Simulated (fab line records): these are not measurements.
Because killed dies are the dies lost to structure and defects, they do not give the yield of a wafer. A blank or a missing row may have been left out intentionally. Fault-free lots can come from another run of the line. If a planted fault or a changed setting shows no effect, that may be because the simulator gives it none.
Which tool did it? || flow n5-finfet || 10 lots, 30 wafers sampled, at 5 steps of a route of 1938

## WHAT THE GAUGES READ, wafer by wafer
N5_ILD0_THK_MEAS_04. Usual: 197.1 nm for thk-nm, sd 1.1.
{"lot": "L358", "measured": "day 3 13:56", "on": "film-metro-01", "thk-nm (nm)": "198.3 198.6 199.3", "flag": ""}
{"lot": "L360", "measured": "day 3 23:55", "on": "film-metro-01", "thk-nm (nm)": "198.4 198.9 197.2", "flag": ""}
{"lot": "L361", "measured": "day 4 10:13", "on": "film-metro-01", "thk-nm (nm)": "196.8 198.2 198.4", "flag": ""}
{"lot": "L362", "measured": "day 4 13:17", "on": "film-metro-02", "thk-nm (nm)": "197.9 199.3 197.3", "flag": ""}
{"lot": "L363", "measured": "day 4 20:22", "on": "film-metro-01", "thk-nm (nm)": "197.7 196.7 195.8", "flag": ""}
{"lot": "L367", "measured": "day 5 21:56", "on": "film-metro-02", "thk-nm (nm)": "197.6 198.3 197.3", "flag": ""}
{"lot": "L368", "measured": "day 6 01:12", "on": "film-metro-01", "thk-nm (nm)": "197.5 196.4 197.9", "flag": ""}
{"lot": "L372", "measured": "day 7 01:02", "on": "film-metro-01", "thk-nm (nm)": "198.2 196.9 197.4", "flag": ""}
{"lot": "L377", "measured": "day 8 07:04", "on": "film-metro-02", "thk-nm (nm)": "198.8 196.8 195.5", "flag": ""}
{"lot": "L381", "measured": "day 9 07:14", "on": "film-metro-02", "thk-nm (nm)": "196.9 197.6 197.4", "flag": ""}

N5_ILD0_INSPECT_06: inspects for defects (darkfield). Usual: 41 for raw-defect-count, sd 19.
{"lot": "L358", "measured": "day 3 17:56", "on": "defect-inspect-02", "raw-defect-count": "65 43 50", "flag": ""}
{"lot": "L360", "measured": "day 4 03:47", "on": "defect-inspect-02", "raw-defect-count": "37 42 19", "flag": ""}
{"lot": "L361", "measured": "day 4 13:52", "on": "defect-inspect-02", "raw-defect-count": "44 28 37", "flag": ""}
{"lot": "L362", "measured": "day 4 16:51", "on": "defect-inspect-01", "raw-defect-count": "46 51 34", "flag": ""}
{"lot": "L363", "measured": "day 5 01:13", "on": "defect-inspect-02", "raw-defect-count": "59 104 66", "flag": ""}
{"lot": "L367", "measured": "day 6 01:38", "on": "defect-inspect-02", "raw-defect-count": "52 38 50", "flag": ""}
{"lot": "L368", "measured": "day 6 04:47", "on": "defect-inspect-01", "raw-defect-count": "33 29 22", "flag": ""}
{"lot": "L372", "measured": "day 7 05:00", "on": "defect-inspect-01", "raw-defect-count": "31 24 19", "flag": ""}
{"lot": "L377", "measured": "day 8 10:38", "on": "defect-inspect-02", "raw-defect-count": "81 45 46", "flag": ""}
{"lot": "L381", "measured": "day 9 10:48", "on": "defect-inspect-01", "raw-defect-count": "23 62 29", "flag": ""}

N5_SDB_CD_MEAS_11: target cd 50 nm. Usual: 50.1 nm for cd-nm, sd 0.98.
{"lot": "L358", "measured": "day 3 18:25", "on": "cd-sem-02", "cd-nm (nm)": "49.4 49.7 49.5", "flag": ""}
{"lot": "L360", "measured": "day 4 04:19", "on": "cd-sem-03", "cd-nm (nm)": "50.5 51.1 51.1", "flag": ""}
{"lot": "L361", "measured": "day 4 14:21", "on": "cd-sem-03", "cd-nm (nm)": "50.4 51.1 51.0", "flag": ""}
{"lot": "L362", "measured": "day 4 17:20", "on": "cd-sem-03", "cd-nm (nm)": "51.2 51.0 51.0", "flag": ""}
{"lot": "L363", "measured": "day 5 01:35", "on": "cd-sem-02", "cd-nm (nm)": "49.5 49.5 50.2", "flag": ""}
{"lot": "L367", "measured": "day 6 01:59", "on": "cd-sem-01", "cd-nm (nm)": "51.5 50.8 50.5", "flag": ""}
{"lot": "L368", "measured": "day 6 05:16", "on": "cd-sem-02", "cd-nm (nm)": "50.2 50.6 51.1", "flag": ""}
{"lot": "L372", "measured": "day 7 05:22", "on": "cd-sem-03", "cd-nm (nm)": "50.8 52.0 51.4", "flag": ""}
{"lot": "L377", "measured": "day 8 11:01", "on": "cd-sem-02", "cd-nm (nm)": "49.7 48.8 48.8", "flag": ""}
{"lot": "L381", "measured": "day 9 11:17", "on": "cd-sem-01", "cd-nm (nm)": "49.1 50.4 49.4", "flag": ""}

N5_BEOL_M4_RC_MEAS_101. Usual: DIBL_N 36.5 mV/V, standard deviation 1.4; DIBL_P 36.5 mV/V, standard deviation 1.6; IOFF_N 0.163 nA/um, standard deviation 0.022; IOFF_P 0.219 nA/um, standard deviation 0.029; ION_N 675 uA/um, standard deviation 8.3; ION_P 464 uA/um, standard deviation 6.2; SS_N 71.5 mV/dec, standard deviation 0.52; SS_P 73.4 mV/dec, standard deviation 0.57; VT_N 249.7 mV, standard deviation 2.6; VT_P -250 mV, standard deviation 3.
{"lot": "L358", "measured": "day 7 20:59", "on": "prober-02", "DIBL_N (mV/V)": "35.8 38.3 36.7", "DIBL_P (mV/V)": "35.3 37.5 37.0", "IOFF_N (nA/um)": "0.140 0.177 0.152", "IOFF_P (nA/um)": "0.185 0.224 0.201", "ION_N (uA/um)": "661 671 670", "ION_P (uA/um)": "459 462 465", "SS_N (mV/dec)": "71.2 72.1 71.2", "SS_P (mV/dec)": "72.5 73.1 72.9", "VT_N (mV)": "250.8 248.6 249.0", "VT_P (mV)": "-250 -247 -249", "flag": ""}
{"lot": "L360", "measured": "day 8 15:29", "on": "prober-01", "DIBL_N (mV/V)": "37.4 34.2 36.5", "DIBL_P (mV/V)": "38.1 34.8 38.0", "IOFF_N (nA/um)": "0.189 0.134 0.174", "IOFF_P (nA/um)": "0.216 0.174 0.213", "ION_N (uA/um)": "673 666 676", "ION_P (uA/um)": "455 453 461", "SS_N (mV/dec)": "72.7 71.4 72.3", "SS_P (mV/dec)": "73.7 73.3 73.4", "VT_N (mV)": "247.7 251.4 250.6", "VT_P (mV)": "-251 -255 -251", "flag": ""}
{"lot": "L361", "measured": "day 9 04:06", "on": "prober-02", "DIBL_N (mV/V)": "35.5 36.6 34.2", "DIBL_P (mV/V)": "37.1 38.6 34.9", "IOFF_N (nA/um)": "0.148 0.168 0.125", "IOFF_P (nA/um)": "0.205 0.224 0.172", "ION_N (uA/um)": "671 675 659", "ION_P (uA/um)": "465 460 456", "SS_N (mV/dec)": "71.2 71.8 70.9", "SS_P (mV/dec)": "73.5 73.5 72.6", "VT_N (mV)": "253.1 249.6 253.6", "VT_P (mV)": "-252 -252 -254", "flag": ""}
{"lot": "L362", "measured": "day 9 19:38", "on": "prober-02", "DIBL_N (mV/V)": "38.0 37.2 37.7", "DIBL_P (mV/V)": "38.5 37.4 38.7", "IOFF_N (nA/um)": "0.187 0.190 0.194", "IOFF_P (nA/um)": "0.234 0.208 0.236", "ION_N (uA/um)": "682 691 687", "ION_P (uA/um)": "462 466 461", "SS_N (mV/dec)": "72.1 72.5 72.0", "SS_P (mV/dec)": "74.0 72.4 73.9", "VT_N (mV)": "247.6 245.4 246.8", "VT_P (mV)": "-249 -251 -251", "flag": ""}
{"lot": "L363", "measured": "day 9 09:45", "on": "prober-02", "DIBL_N (mV/V)": "35.2 37.9 36.1", "DIBL_P (mV/V)": "34.1 36.5 35.4", "IOFF_N (nA/um)": "0.142 0.191 0.153", "IOFF_P (nA/um)": "0.178 0.215 0.193", "ION_N (uA/um)": "667 691 671", "ION_P (uA/um)": "462 463 459", "SS_N (mV/dec)": "71.2 72.1 71.2", "SS_P (mV/dec)": "73.3 73.6 73.2", "VT_N (mV)": "253.4 248.8 251.1", "VT_P (mV)": "-255 -253 -253", "flag": ""}
{"lot": "L367", "measured": "day 11 00:24", "on": "prober-02", "DIBL_N (mV/V)": "38.6 36.2 37.8", "DIBL_P (mV/V)": "37.9 34.9 37.6", "IOFF_N (nA/um)": "0.185 0.140 0.179", "IOFF_P (nA/um)": "0.256 0.201 0.246", "ION_N (uA/um)": "682 674 683", "ION_P (uA/um)": "467 464 475", "SS_N (mV/dec)": "72.0 71.2 71.0", "SS_P (mV/dec)": "74.1 73.1 73.8", "VT_N (mV)": "248.0 251.5 251.6", "VT_P (mV)": "-250 -250 -249", "flag": ""}
{"lot": "L368", "measured": "day 10 21:46", "on": "prober-02", "DIBL_N (mV/V)": "37.1 37.1 36.8", "DIBL_P (mV/V)": "37.8 37.8 37.4", "IOFF_N (nA/um)": "0.162 0.166 0.162", "IOFF_P (nA/um)": "0.220 0.226 0.211", "ION_N (uA/um)": "679 674 685", "ION_P (uA/um)": "462 471 466", "SS_N (mV/dec)": "72.3 71.2 71.0", "SS_P (mV/dec)": "73.8 73.8 73.7", "VT_N (mV)": "251.9 248.4 249.9", "VT_P (mV)": "-250 -250 -251", "flag": ""}
{"lot": "L372", "measured": "day 11 19:20", "on": "prober-02", "DIBL_N (mV/V)": 35.8, "DIBL_P (mV/V)": 36.9, "IOFF_N (nA/um)": 0.158, "IOFF_P (nA/um)": 0.223, "ION_N (uA/um)": 670, "ION_P (uA/um)": 466, "SS_N (mV/dec)": 71.7, "SS_P (mV/dec)": 73.5, "VT_N (mV)": 249.6, "VT_P (mV)": -249, "flag": ""}
{"lot": "L377", "measured": "day 12 21:46", "on": "prober-02", "DIBL_N (mV/V)": "37.2 37.7 38.3", "DIBL_P (mV/V)": "37.0 38.1 38.3", "IOFF_N (nA/um)": "0.176 0.195 0.203", "IOFF_P (nA/um)": "0.219 0.232 0.244", "ION_N (uA/um)": "682 694 682", "ION_P (uA/um)": "461 469 465", "SS_N (mV/dec)": "71.7 71.5 71.7", "SS_P (mV/dec)": "73.5 73.2 73.7", "VT_N (mV)": "249.3 247.1 246.3", "VT_P (mV)": "-250 -251 -250", "flag": ""}
{"lot": "L381", "measured": "day 14 04:43", "on": "prober-02", "DIBL_N (mV/V)": "36.6 37.2 34.9", "DIBL_P (mV/V)": "35.7 36.7 33.8", "IOFF_N (nA/um)": "0.149 0.164 0.132", "IOFF_P (nA/um)": "0.218 0.243 0.196", "ION_N (uA/um)": "661 665 667", "ION_P (uA/um)": "460 458 467", "SS_N (mV/dec)": "71.8 72.8 71.7", "SS_P (mV/dec)": "73.4 73.9 72.7", "VT_N (mV)": "251.6 250.0 254.0", "VT_P (mV)": "-250 -248 -251", "flag": ""}

## WHAT TOOL EACH LOT RAN ON (gives the tool, then ch and the chambers of the sampled wafers, and finally the start)
{"lot": "L358", "N5_SDB_ETCH_18": "rie-diel-05 ch 2,3, day 3 18:59"}
{"lot": "L360", "N5_SDB_ETCH_18": "rie-diel-01 ch 0,1,3, day 4 04:47"}
{"lot": "L361", "N5_SDB_ETCH_18": "rie-diel-05 ch 0,1, day 4 14:30"}
{"lot": "L362", "N5_SDB_ETCH_18": "rie-diel-01 ch 0,2,3, day 4 17:33"}
{"lot": "L363", "N5_SDB_ETCH_18": "rie-diel-05 ch 1,2, day 5 02:14"}
{"lot": "L367", "N5_SDB_ETCH_18": "rie-diel-05 ch 1,2, day 6 02:09"}
{"lot": "L368", "N5_SDB_ETCH_18": "rie-diel-01 ch 0,1,3, day 6 05:32"}
{"lot": "L372", "N5_SDB_ETCH_18": "rie-diel-05 ch 1,3, day 7 05:40"}
{"lot": "L377", "N5_SDB_ETCH_18": "rie-diel-01 ch 0,1,3, day 8 11:57"}
{"lot": "L381", "N5_SDB_ETCH_18": "rie-diel-02 ch 0,1,3, day 9 11:27"}
- N5_SDB_ETCH_18: etches SOC in N2/H2, target depth 100 nm, overetch 20 nm, time 150 s.

## AS READ BY THE TOOLS THEMSELVES (means over the sampled wafers that have a number; for cases with no such wafer, the mark the record gives instead)
N5_SDB_ETCH_18. Usual: drypump-motor-current-A 5.7 A, standard deviation 0.44; oes-product-au 0.67 a.u., standard deviation 0.056; rf-fwd-power-W 837.0 W, standard deviation 2.7; rf-vpp-V 522.9 V, standard deviation 1.3; showerhead-plenum-p-Torr 2.51 Torr, standard deviation 0.038; throttle-valve-pct 17.88 %, standard deviation 0.23.
{"lot": "L358", "tool": "rie-diel-05", "drypump-motor-current-A (A)": 5.6, "oes-product-au (a.u.)": 0.66, "rf-fwd-power-W (W)": 836.3, "rf-vpp-V (V)": 523.2, "showerhead-plenum-p-Torr (Torr)": 2.50, "throttle-valve-pct (%)": 18.05, "flag": ""}
{"lot": "L360", "tool": "rie-diel-01", "drypump-motor-current-A (A)": 5.7, "oes-product-au (a.u.)": 0.72, "rf-fwd-power-W (W)": 837.2, "rf-vpp-V (V)": 522.8, "showerhead-plenum-p-Torr (Torr)": 2.52, "throttle-valve-pct (%)": 17.76, "flag": ""}
{"lot": "L361", "tool": "rie-diel-05", "drypump-motor-current-A (A)": 5.7, "oes-product-au (a.u.)": 0.64, "rf-fwd-power-W (W)": 837.4, "rf-vpp-V (V)": 523.5, "showerhead-plenum-p-Torr (Torr)": 2.51, "throttle-valve-pct (%)": 17.78, "flag": ""}
{"lot": "L362", "tool": "rie-diel-01", "drypump-motor-current-A (A)": 5.7, "oes-product-au (a.u.)": 0.71, "rf-fwd-power-W (W)": 834.1, "rf-vpp-V (V)": 523.3, "showerhead-plenum-p-Torr (Torr)": 2.52, "throttle-valve-pct (%)": 17.85, "flag": ""}
{"lot": "L363", "tool": "rie-diel-05", "drypump-motor-current-A (A)": 5.7, "oes-product-au (a.u.)": 0.65, "rf-fwd-power-W (W)": 836.2, "rf-vpp-V (V)": 521.9, "showerhead-plenum-p-Torr (Torr)": 2.48, "throttle-valve-pct (%)": 17.81, "flag": ""}
{"lot": "L367", "tool": "rie-diel-05", "drypump-motor-current-A (A)": 5.7, "oes-product-au (a.u.)": 0.64, "rf-fwd-power-W (W)": 634.8, "rf-vpp-V (V)": 572.6, "showerhead-plenum-p-Torr (Torr)": 2.48, "throttle-valve-pct (%)": 17.85, "flag": "OFF"}
{"lot": "L368", "tool": "rie-diel-01", "drypump-motor-current-A (A)": 5.7, "oes-product-au (a.u.)": 0.70, "rf-fwd-power-W (W)": 835.8, "rf-vpp-V (V)": 522.6, "showerhead-plenum-p-Torr (Torr)": 2.51, "throttle-valve-pct (%)": 17.79, "flag": ""}
{"lot": "L372", "tool": "rie-diel-05", "drypump-motor-current-A (A)": 5.8, "oes-product-au (a.u.)": 0.62, "rf-fwd-power-W (W)": 636.0, "rf-vpp-V (V)": 572.9, "showerhead-plenum-p-Torr (Torr)": 2.50, "throttle-valve-pct (%)": 18.05, "flag": "OFF"}
{"lot": "L377", "tool": "rie-diel-01", "drypump-motor-current-A (A)": 5.7, "oes-product-au (a.u.)": 0.69, "rf-fwd-power-W (W)": 840.4, "rf-vpp-V (V)": 522.7, "showerhead-plenum-p-Torr (Torr)": 2.51, "throttle-valve-pct (%)": 17.82, "flag": ""}
{"lot": "L381", "tool": "rie-diel-02", "drypump-motor-current-A (A)": 6.0, "oes-product-au (a.u.)": 0.67, "rf-fwd-power-W (W)": 835.8, "rf-vpp-V (V)": 523.0, "showerhead-plenum-p-Torr (Torr)": 2.52, "throttle-valve-pct (%)": 17.74, "flag": ""}

## THE ANSWER, worked out from the rows above alone
Rule: lot off if the mean of its wafers having a number is beyond 3 standard deviations from the usual mean. Also off: a lot with no number at a reading for which 4 or more lots have one. The other lots that the step has rows for count as sound. The gauges are gone through in route order, then the tools' own readings, and for those a lot's mean is taken as printed above. The first step at which some lot is off is used, and at that step the reading that is off furthest; a lot without a number counts as furthest.
Off, at N5_SDB_ETCH_18 on rf-fwd-power-W: L367, L372.
If a tool, at that step or one of the process steps before it, ran each lot that is off and ran no sound lot following the first of them, it fits. One fits: rie-diel-05 at N5_SDB_ETCH_18. A fault onset in the window from L363 (day 5 02:14, its last sound lot) to L367 (day 6 02:09, its first lot off) fits.
The tool's own readings at N5_SDB_ETCH_18 bear it out: on the lots that are off they differ by more than 5 times the standard deviation of the sound lots' means. rf-fwd-power-W reads 635.4 W there against 836.6 W on the sound lots; rf-vpp-V reads 572.8 V there against 522.9 V on the sound lots.

## WHAT THE SIMULATOR HAD INSERTED
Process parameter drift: rie-diel-05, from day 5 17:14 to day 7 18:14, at N5_SDB_ETCH_18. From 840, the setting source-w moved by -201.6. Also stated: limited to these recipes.
Lots struck among those shown: L367, L372. The same result came from the rule above.
